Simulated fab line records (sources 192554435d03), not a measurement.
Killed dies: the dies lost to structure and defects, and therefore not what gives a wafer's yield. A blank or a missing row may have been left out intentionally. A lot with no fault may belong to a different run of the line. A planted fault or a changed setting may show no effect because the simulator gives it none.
Which tool did it?	flow n5_finfet	13 lots with 36 wafers sampled at 8 steps, on a route of 1938 steps

== WHAT THE GAUGES READ, wafer by wafer ==
N5_BEOL_M9_OCD_MEAS_38.
lot	measured	on	trench_depth_nm (nm)
L535	day 10 14:01	ocd-01	155.1 147.7 147.9
L536	day 10 19:49	ocd-01	147.9 156.5 154.1
L534	day 10 19:53	ocd-01	155.8 148.2 148.1
L539	day 11 14:43	ocd-01	149.8 153.8 150.5
L538	day 11 15:02	ocd-01	154.0 155.0 155.0
L540	day 11 15:27	ocd-01	151.7 154.6 155.4
L542	day 11 15:13	ocd-02	150.8 150.6
L541	day 11 23:04	ocd-01	153.1 154.7
L543	day 12 16:56	ocd-02	149.7 150.9 153.3
L545	day 13 13:44	ocd-01	150.5 155.1
L551	day 14 02:41	ocd-02	104.9 104.6 103.6
L550	day 14 07:23	ocd-01	105.7 103.6 105.7
L552	day 14 12:47	ocd-01	104.0 107.6 109.3

N5_BEOL_M9_CD_MEAS_35: target cd 70 nm, target cd y 40 nm.
lot	measured	on	cd_nm (nm)
L535	day 10 14:10	cd_sem-02	70.2 69.9 70.4
L536	day 10 19:58	cd_sem-01	69.9 70.3 69.9
L534	day 10 20:03	cd_sem-02	70.6 70.3 70.1
L539	day 11 14:55	cd_sem-03	70.2 70.5 70.2
L538	day 11 15:11	cd_sem-02	70.8 71.1 70.7
L540	day 11 15:37	cd_sem-03	70.1 69.9 69.4
L542	day 11 15:23	cd_sem-03	71.1 69.8
L541	day 11 23:13	cd_sem-02	69.2 69.9
L543	day 12 17:05	cd_sem-02	69.5 68.9 69.4
L545	day 13 13:53	cd_sem-02	69.3 70.7
L551	day 14 02:50	cd_sem-01	69.8 69.8 70.3
L550	day 14 07:33	cd_sem-01	69.8 69.1 69.2
L552	day 14 12:57	cd_sem-02	69.6 71.0 70.7

N5_BEOL_M9_THK_MEAS_53: measures by xrf.
lot	measured	on	M9_THK (nm)
L535	day 10 16:52	film_metro-02	146 138 139
L536	day 10 22:31	film_metro-02	137 147 143
L534	day 10 21:52	film_metro-02	148 139 140
L539	day 11 16:55	film_metro-01	138 144 140
L538	day 11 17:15	film_metro-01	141 143 143
L540	day 11 18:19	film_metro-01	140 145 146
L542	day 11 17:52	film_metro-01	140 139
L541	day 12 03:29	film_metro-02	142 145
L543	day 12 19:32	film_metro-02	141 141 145
L545	day 13 16:50	film_metro-01	138 145
L551	day 14 04:55	film_metro-01	94 94 93
L550	day 14 11:13	film_metro-01	93 96 94
L552	day 14 15:03	film_metro-01	93 97 98

N5_BEOL_M9_RS_MEAS_57: uses a four-point probe to measure.
lot	measured	on	M9_RS (ohm/sq)
L535	day 10 17:00	film_metro-01	0.145 0.153 0.153
L536	day 10 22:40	film_metro-01	0.156 0.143 0.147
L534	day 10 22:02	film_metro-02	0.144 0.154 0.152
L539	day 11 17:04	film_metro-02	0.153 0.147 0.150
L538	day 11 17:23	film_metro-02	0.148 0.147 0.147
L540	day 11 18:27	film_metro-02	0.152 0.147 0.146
L542	day 11 18:00	film_metro-01	0.153 0.153
L541	day 12 03:37	film_metro-02	0.150 0.148
L543	day 12 19:40	film_metro-02	0.152 0.153 0.148
L545	day 13 16:58	film_metro-01	0.154 0.146
L551	day 14 05:03	film_metro-01	0.238 0.237 0.240
L550	day 14 11:20	film_metro-01	0.240 0.233 0.238
L552	day 14 15:11	film_metro-01	0.244 0.232 0.231

N5_BEOL_M15_RC_MEAS_101.
lot	measured	on	etest_temp_c (C)	COMB_M10 (S/m)	COMB_M11 (S/m)	COMB_M12 (S/m)	COMB_M12_max_site (S/m)	COMB_M13 (S/m)	COMB_M14 (S/m)	COMB_M15 (S/m)	COMB_M5 (S/m)	COMB_M6 (S/m)	COMB_M7 (S/m)	COMB_M8 (S/m)	SERP_M10 (ohm/um)	SERP_M11 (ohm/um)	SERP_M12 (ohm/um)	SERP_M12_max_site (ohm/um)	SERP_M13 (ohm/um)	SERP_M14 (ohm/um)	SERP_M5 (ohm/um)	SERP_M6 (ohm/um)	SERP_M7 (ohm/um)	SERP_M8 (ohm/um)	SERP_M8_max_site (ohm/um)	SERP_M9 (ohm/um)	SERP_M9_max_site (ohm/um)
L535	day 12 11:50	prober-01	25.02 24.98 25.26	1.55e-11 1.54e-11 1.69e-11	1.61e-11 1.35e-11 1.4e-11	6.2e-12 6.3e-12 1.03e-11	9.2e-12 8.4e-12 1.2e-11	5e-12 3.7e-12 4.1e-12	3.5e-12 3.3e-12 3.6e-12	2.8e-12 2.3e-12 3e-12	3.5e-11 5e-11 2.9e-11	2.5e-11 4.9e-11 2.8e-11	3.5e-11 3.4e-11 2.7e-11	2.7e-11 3e-11 2.5e-11	2.93 3.05 2.89	3.19 3.10 3.20	0.648 0.640 0.623	0.664 0.655 0.632	0.302 0.319 0.309	0.1546 0.1598 0.1592	34.9 38.1 39.3	13.2 13.3 13.9	13.5 13.1 12.9	13.1 13.9 13.0	14.0 14.3 13.3	2.92 3.20 3.13	2.95 3.25 3.17
L536	day 13 02:56	prober-02	24.97 24.87 24.93	1.45e-11 1.17e-11 1.62e-11	2.34e-11 1.62e-11 8.4e-12	4.3e-12 3.4e-12 5.2e-12	6.2e-12 5.9e-12 5.8e-12	4.2e-12 3.8e-12 4.5e-12	1.7e-12 2e-12 2.9e-12	2e-12 2.2e-12 1.3e-12	2.5e-11 2.5e-11 2.2e-11	2.9e-11 3.4e-11 2.5e-11	3.3e-11 2.3e-11 3e-11	2.5e-11 2.3e-11 2e-11	2.98 2.98 2.98	3.15 3.00 3.01	0.672 0.646 0.649	0.681 0.651 0.664	0.310 0.303 0.316	0.1557 0.1565 0.1596	37.0 38.7 38.8	13.2 13.2 12.8	13.0 13.0 12.3	13.8 12.9 13.7	14.5 13.3 14.5	3.14 2.90 2.97	3.23 3.00 3.11
L534	day 12 23:52	prober-01	25.17 25.23 25.10	1.45e-11 1.21e-11 1.15e-11	9.9e-12 1.11e-11 1.27e-11	7.2e-12 6.7e-12 6.3e-12	9.2e-12 8.6e-12 8.7e-12	4.2e-12 5.4e-12 2.4e-12	3.7e-12 3.3e-12 3.7e-12	2.1e-12 2.6e-12 3.3e-12	3.7e-11 2.4e-11 4.4e-11	2.1e-11 2.5e-11 2.4e-11	2.2e-11 3e-11 3.6e-11	2.4e-11 2.6e-11 1.8e-11	3.10 3.04 3.08	3.27 3.17 3.23	0.648 0.638 0.654	0.664 0.653 0.674	0.304 0.298 0.304	0.1582 0.1626 0.1607	40.4 39.9 40.4	13.7 13.9 14.0	13.3 14.1 13.9	13.6 13.5 13.8	14.3 14.1 14.4	2.85 3.08 3.07	3.01 3.23 3.17
L539	day 13 15:48	prober-01	25.18 25.05 25.03	1.06e-11 1.19e-11 1.31e-11	1.51e-11 1.01e-11 1.34e-11	5.6e-12 5e-12 3.7e-12	6.9e-12 6.7e-12 7.8e-12	5e-12 5e-12 5.4e-12	4.6e-12 3.1e-12 3.7e-12	2.2e-12 2.5e-12 2.8e-12	3.6e-11 3.2e-11 2.9e-11	1.7e-11 1.9e-11 1.9e-11	2.5e-11 2.9e-11 2.8e-11	1.6e-11 2.4e-11 1.5e-11	3.06 2.98 3.04	3.20 3.02 3.03	0.621 0.641 0.622	0.630 0.653 0.638	0.298 0.314 0.303	0.1581 0.1581 0.1609	38.7 39.6 39.5	13.6 12.9 13.6	14.1 13.1 13.4	13.5 13.8 13.1	14.1 14.1 13.4	3.07 2.96 3.08	3.15 3.05 3.19
L538	day 13 13:18	prober-02	24.92 25.09 24.89	2.04e-11 1.93e-11 1.13e-11	1.13e-11 1.02e-11 1.27e-11	5.7e-12 3.9e-12 4.6e-12	7.3e-12 7.1e-12 6.8e-12	5.6e-12 3.2e-12 3.2e-12	2e-12 2.5e-12 1.9e-12	1.6e-12 1.6e-12 5e-13	4.7e-11 3.9e-11 4.8e-11	2.5e-11 3.5e-11 2.1e-11	2.4e-11 2.2e-11 2.1e-11	2.9e-11 2.6e-11 2e-11	3.09 3.05 3.11	3.15 3.13 3.10	0.633 0.625 0.640	0.650 0.649 0.653	0.327 0.302 0.325	0.1547 0.1541 0.1550	38.8 38.7 36.7	14.3 12.9 13.8	13.5 13.5 12.6	13.5 13.0 13.8	14.8 13.4 14.3	2.94 2.92 2.94	3.06 3.01 3.02
L540	day 14 02:42	prober-01	24.92 24.98 24.89	1.5e-11 1.54e-11 1.75e-11	1.49e-11 1.69e-11 1.66e-11	7.4e-12 6.4e-12 6.7e-12	9e-12 8.7e-12 1.2e-11	6.5e-12 4.6e-12 5e-12	2.7e-12 3e-12 3.8e-12	1.7e-12 1.5e-12 2e-12	3.4e-11 4e-11 4.1e-11	2.8e-11 1.6e-11 2e-11	2.3e-11 3e-11 2.8e-11	2e-11 1.9e-11 1.8e-11	3.08 3.00 3.01	2.97 3.07 3.01	0.619 0.639 0.643	0.640 0.653 0.660	0.301 0.308 0.312	0.1561 0.1635 0.1633	37.4 37.1 40.1	13.5 13.3 12.7	13.8 12.9 14.1	14.6 14.0 13.9	15.7 14.3 14.2	3.03 2.95 2.94	3.21 3.16 3.12
L542	day 14 01:42	prober-02	25.02 24.93	1.38e-11 1.16e-11	1.12e-11 1.05e-11	5.6e-12 4.5e-12	8.3e-12 8.5e-12	3.5e-12 3.3e-12	3.5e-12 1.8e-12	1.5e-12 2.2e-12	2.4e-11 3.1e-11	1.9e-11 2.6e-11	3.3e-11 2.1e-11	2.2e-11 2.1e-11	2.99 3.02	2.91 3.03	0.610 0.631	0.621 0.636	0.307 0.310	0.1586 0.1619	37.1 39.0	13.2 13.0	12.9 12.7	13.1 13.6	13.5 14.1	3.05 3.09	3.16 3.19
L541	day 14 09:58	prober-01	24.91 24.94	1.28e-11 1.45e-11	1.48e-11 1e-11	4.8e-12 8.6e-12	5.8e-12 1.21e-11	4.6e-12 4.6e-12	2.3e-12 2.1e-12	2.2e-12 2.2e-12	3.2e-11 3.8e-11	1.7e-11 3e-11	2.3e-11 1.5e-11	2.7e-11 2.5e-11	2.96 3.02	3.10 3.08	0.629 0.635	0.641 0.657	0.300 0.310	0.1565 0.1620	37.9 36.7	14.7 14.0	13.4 13.2	13.6 13.3	15.1 14.2	3.07 3.01	3.22 3.11
L543	day 14 22:04	prober-02	25.07 25.16 25.00	1.19e-11 1.35e-11 1.57e-11	1.33e-11 1.44e-11 1.81e-11	4.5e-12 4.9e-12 7.2e-12	1.12e-11 8.3e-12 1.13e-11	4.3e-12 5.6e-12 3.8e-12	1.8e-12 2.2e-12 3.1e-12	1.4e-12 1.3e-12 1.4e-12	3.1e-11 2.1e-11 3.7e-11	1.7e-11 2.2e-11 2.4e-11	2.4e-11 2.5e-11 2.5e-11	2.4e-11 2.5e-11 3.3e-11	3.11 3.02 2.98	2.94 2.96 2.99	0.622 0.617 0.622	0.632 0.626 0.639	0.299 0.303 0.316	0.1575 0.1591 0.1597	36.5 35.1 38.6	13.0 13.2 13.1	13.1 14.2 13.0	13.0 13.3 13.2	13.3 13.6 13.7	3.17 3.13 3.07	3.23 3.29 3.11
L545	day 15 11:51	prober-02	24.87 24.96	1.5e-11 8.6e-12	1.31e-11 1.34e-11	6.2e-12 5e-12	6.3e-12 8.1e-12	4e-12 3e-12	3.4e-12 2.4e-12	2.3e-12 1.2e-12	3.4e-11 4.1e-11	2.2e-11 2.2e-11	3.4e-11 2e-11	2.6e-11 3.1e-11	3.07 3.14	2.95 3.11	0.626 0.635	0.636 0.655	0.308 0.307	0.1543 0.1557	38.6 36.7	13.7 13.8	14.6 13.7	13.5 13.1	13.9 13.6	3.17 2.95	3.29 3.01
L551	day 16 04:52	prober-02	25.02 24.88 24.82	1.75e-11 1.46e-11 1.12e-11	1.3e-11 1.34e-11 1.08e-11	5.1e-12 7.1e-12 4.4e-12	8.9e-12 8.2e-12 5.8e-12	6e-12 4.2e-12 4.8e-12	3.1e-12 3.1e-12 2.8e-12	1.3e-12 1.7e-12 1.9e-12	3.4e-11 3.7e-11 3.7e-11	2.6e-11 2.2e-11 2.4e-11	3.1e-11 2.3e-11 2.7e-11	2.1e-11 2.2e-11 2.5e-11	3.08 3.05 2.99	2.85 2.97 3.08	0.648 0.656 0.634	0.658 0.667 0.651	0.302 0.320 0.319	0.1538 0.1526 0.1564	38.1 38.8 34.9	12.7 13.6 12.9	13.9 13.3 13.7	13.6 12.7 13.3	13.8 14.0 13.9	4.77 4.77 4.74	4.84 4.88 4.97
L550	day 16 09:22	prober-02	25.15 24.99 25.13	1.67e-11 1.24e-11 1.15e-11	1.25e-11 1.13e-11 1.16e-11	6.1e-12 5.2e-12 5.3e-12	8.3e-12 1.47e-11 6.7e-12	2.9e-12 2.2e-12 3.3e-12	1e-12 2.7e-12 1e-12	2.2e-12 1.6e-12 2.4e-12	4.8e-11 4.9e-11 4.8e-11	2.6e-11 2e-11 2.4e-11	2.9e-11 2.8e-11 1.7e-11	1.9e-11 2.9e-11 2.3e-11	3.12 3.06 3.00	2.90 2.86 2.97	0.633 0.606 0.612	0.644 0.616 0.635	0.321 0.303 0.306	0.1580 0.1629 0.1588	37.1 40.6 38.0	12.8 13.0 12.5	13.3 12.8 12.8	13.9 13.9 12.9	14.4 14.5 13.6	4.87 4.72 4.84	4.94 4.87 5.02
L552	day 16 09:49	prober-01	24.95 24.92 24.91	1.07e-11 1.31e-11 1.03e-11	1.83e-11 1.16e-11 1.25e-11	5.6e-12 8.2e-12 7.3e-12	8.5e-12 1.06e-11 1.43e-11	4.5e-12 4.2e-12 4.7e-12	3.5e-12 3.1e-12 3.6e-12	1.5e-12 2.3e-12 2.6e-12	3.3e-11 3.7e-11 4.2e-11	2e-11 2.8e-11 2.6e-11	2.3e-11 2.1e-11 2.3e-11	2.2e-11 1.9e-11 2.7e-11	3.00 2.96 2.99	3.16 3.12 3.13	0.648 0.628 0.645	0.662 0.640 0.659	0.312 0.302 0.309	0.1599 0.1598 0.1565	39.2 40.1 44.0	13.3 12.7 13.2	13.4 13.7 12.2	14.0 13.7 14.0	15.2 14.0 14.7	4.89 4.54 4.52	5.09 4.63 4.74

== EACH LOT AND THE TOOL THAT RAN IT (in order: tool; ch and the chambers of the sampled wafers; start) ==
lot	N5_BEOL_M9_HM_OPEN_17	N5_BEOL_M9_ETCH_66	N5_BEOL_M9_TRENCH_ETCH_37
L535	rie_metal-03 ch 0, day 10 12:30	rie_diel-03 ch 0,1, day 10 13:38	rie_diel-03 ch 0,1, day 10 13:50
L536	rie_metal-03 ch 0,1, day 10 18:08	rie_diel-04 ch 0,2,3, day 10 19:26	rie_diel-04 ch 0,2,3, day 10 19:38
L534	rie_metal-01 ch 0,1, day 10 18:15	rie_diel-03 ch 1,3, day 10 19:31	rie_diel-03 ch 1,3, day 10 19:43
L539	rie_metal-02 ch 0,1, day 11 10:56	rie_diel-03 ch 0,1,2, day 11 14:21	rie_diel-03 ch 0,1,2, day 11 14:33
L538	rie_metal-01 ch 0,1, day 11 11:33	rie_diel-04 ch 1,3, day 11 14:39	rie_diel-04 ch 1,3, day 11 14:51
L540	rie_metal-03 ch 0,1, day 11 11:47	rie_diel-04 ch 2,3, day 11 15:04	rie_diel-04 ch 2,3, day 11 15:17
L542	rie_metal-02 ch 0, day 11 11:48	rie_diel-03 ch 0,2, day 11 14:50	rie_diel-03 ch 0,2, day 11 15:02
L541	rie_metal-02 ch 0,1, day 11 19:28	rie_diel-04 ch 2,3, day 11 22:43	rie_diel-04 ch 2,3, day 11 22:54
L543	rie_metal-02 ch 0,1, day 12 13:59	rie_diel-02 ch 0,1,3, day 12 16:35	rie_diel-02 ch 0,1,3, day 12 16:46
L545	rie_metal-01 ch 0,1, day 13 11:07	rie_diel-02 ch 2,3, day 13 13:21	rie_diel-02 ch 2,3, day 13 13:34
L551	rie_metal-02 ch 1, day 14 00:07	rie_diel-03 ch 2,3, day 14 02:19	rie_diel-03 ch 2,3, day 14 02:31
L550	rie_metal-02 ch 0,1, day 14 06:11	rie_diel-03 ch 0,2,3, day 14 07:00	rie_diel-03 ch 0,2,3, day 14 07:13
L552	rie_metal-01 ch 0,1, day 14 08:28	rie_diel-04 ch 0,1,3, day 14 12:25	rie_diel-04 ch 0,1,3, day 14 12:37
- N5_BEOL_M9_HM_OPEN_17: chemistry Cl2/BCl3, target TiN, target depth 20 nm, overetch 6 nm.
- N5_BEOL_M9_ETCH_66: etches SOC in N2/H2, target depth 80 nm, overetch 16 nm, time 120 s.
- N5_BEOL_M9_TRENCH_ETCH_37: etches SiCOH lowk in C4F6/O2, target depth 151.43 nm, time 49 s.

== AS READ BY THE TOOLS THEMSELVES (means over the sampled wafers that have a number; for cases with no such wafer, the mark the record gives instead) ==
N5_BEOL_M9_HM_OPEN_17.
lot	tool	drypump_motor_current_A (A)	oes_product_au (a.u.)	throttle_valve_pct (%)
L535	rie_metal-03	6.3	0.75	22.0
L536	rie_metal-03	6.3	0.73	22.0
L534	rie_metal-01	5.8	0.80	21.6
L539	rie_metal-02	5.9	0.64	22.4
L538	rie_metal-01	5.2	0.77	21.9
L540	rie_metal-03	6.3	0.72	22.1
L542	rie_metal-02	5.6	0.60	22.0
L541	rie_metal-02	5.8	0.64	22.2
L543	rie_metal-02	5.9	0.64	22.3
L545	rie_metal-01	5.5	0.77	21.8
L551	rie_metal-02	6.0	0.65	22.6
L550	rie_metal-02	5.7	0.61	22.2
L552	rie_metal-01	5.8	0.76	21.6

N5_BEOL_M9_ETCH_66.
lot	tool	drypump_motor_current_A (A)	oes_product_au (a.u.)	rf_vpp_V (V)	run_length_s (s)	showerhead_plenum_p_Torr (Torr)	temp_c (C)	throttle_valve_pct (%)
L535	rie_diel-03	5.5	0.60	524.9	143.1	2.55	39.96	18.11
L536	rie_diel-04	6.0	0.66	522.2	143.6	2.47	39.96	17.70
L534	rie_diel-03	6.1	0.64	526.0	143.8	2.64	39.91	17.78
L539	rie_diel-03	5.6	0.63	524.8	143.2	2.57	40.01	17.96
L538	rie_diel-04	6.1	0.66	522.7	143.3	2.51	39.89	17.67
L540	rie_diel-04	5.9	0.69	524.3	143.5	2.52	40.07	17.61
L542	rie_diel-03	5.6	0.58	524.0	143.0	2.54	40.03	18.05
L541	rie_diel-04	5.8	0.69	524.5	143.4	2.54	40.01	17.63
L543	rie_diel-02	5.2	0.59	521.5	143.2	2.45	40.09	17.81
L545	rie_diel-02	5.6	0.65	523.2	143.3	2.51	40.12	17.69
L551	rie_diel-03	6.1	0.60	526.4	143.8	2.62	39.84	17.83
L550	rie_diel-03	5.8	0.58	524.8	143.2	2.57	40.01	17.99
L552	rie_diel-04	6.2	0.60	521.1	143.6	2.45	39.94	17.79

N5_BEOL_M9_TRENCH_ETCH_37.
lot	tool	drypump_motor_current_A (A)	oes_product_au (a.u.)	rf_vpp_V (V)	run_length_s (s)	showerhead_plenum_p_Torr (Torr)	throttle_valve_pct (%)
L535	rie_diel-03	5.5	0.78	658	72.1	2.86	21.22
L536	rie_diel-04	5.9	0.87	664	72.7	2.79	20.96
L534	rie_diel-03	6.1	0.83	647	72.8	2.97	21.04
L539	rie_diel-03	5.6	0.81	654	72.3	2.87	21.07
L538	rie_diel-04	6.1	0.87	660	72.3	2.81	20.89
L540	rie_diel-04	5.9	0.91	661	72.5	2.83	20.86
L542	rie_diel-03	5.6	0.76	661	71.8	2.84	21.12
L541	rie_diel-04	5.8	0.90	660	72.3	2.85	20.87
L543	rie_diel-02	5.2	0.77	665	72.4	2.75	20.91
L545	rie_diel-02	5.6	0.84	682	72.5	2.81	20.83
L551	rie_diel-03	6.1	0.78	651	60.9	2.95	21.09
L550	rie_diel-03	5.8	0.76	656	60.6	2.89	21.18
L552	rie_diel-04	6.2	0.80	663	60.8	2.76	21.01

== THE ANSWER, worked out from the rows above alone ==
Rule: usual is defined by the lots themselves. The widest of any qualifying gaps counts: lots, ordered by their means at a reading, are off when they make up no more than a third of the lots, leave a main group of 4 or more, and stand apart from it by 3 or more times the standard deviation of that group's means. If all means in a main group match to the digits the tables above print for the reading, that group is not used. A lot without any number at a reading at which 4 lots or more have one is off too. All remaining lots with rows at the step are treated as sound. The gauges are gone through in route order, then the tools' own readings, and for those a lot's mean is taken as printed above. At the first step where some lot is off, the reading lying furthest off is the one used; lots without a number count as furthest.
Off: L551, L550, L552 (N5_BEOL_M9_OCD_MEAS_38, trench_depth_nm). Mean 152.2 nm and standard deviation 1.5 in the main group.
A tool fits if, at a process step before that reading, it ran every lot that is off, and no sound lot after the first of them. Not tried: the gauges at N5_BEOL_M9_OCD_MEAS_38; whatever is off there is also off at N5_BEOL_M9_THK_MEAS_53, on other tools, and gauge error can't account for it. Of those tried, none fits.

== WHAT THE SIMULATOR HAD INSERTED ==
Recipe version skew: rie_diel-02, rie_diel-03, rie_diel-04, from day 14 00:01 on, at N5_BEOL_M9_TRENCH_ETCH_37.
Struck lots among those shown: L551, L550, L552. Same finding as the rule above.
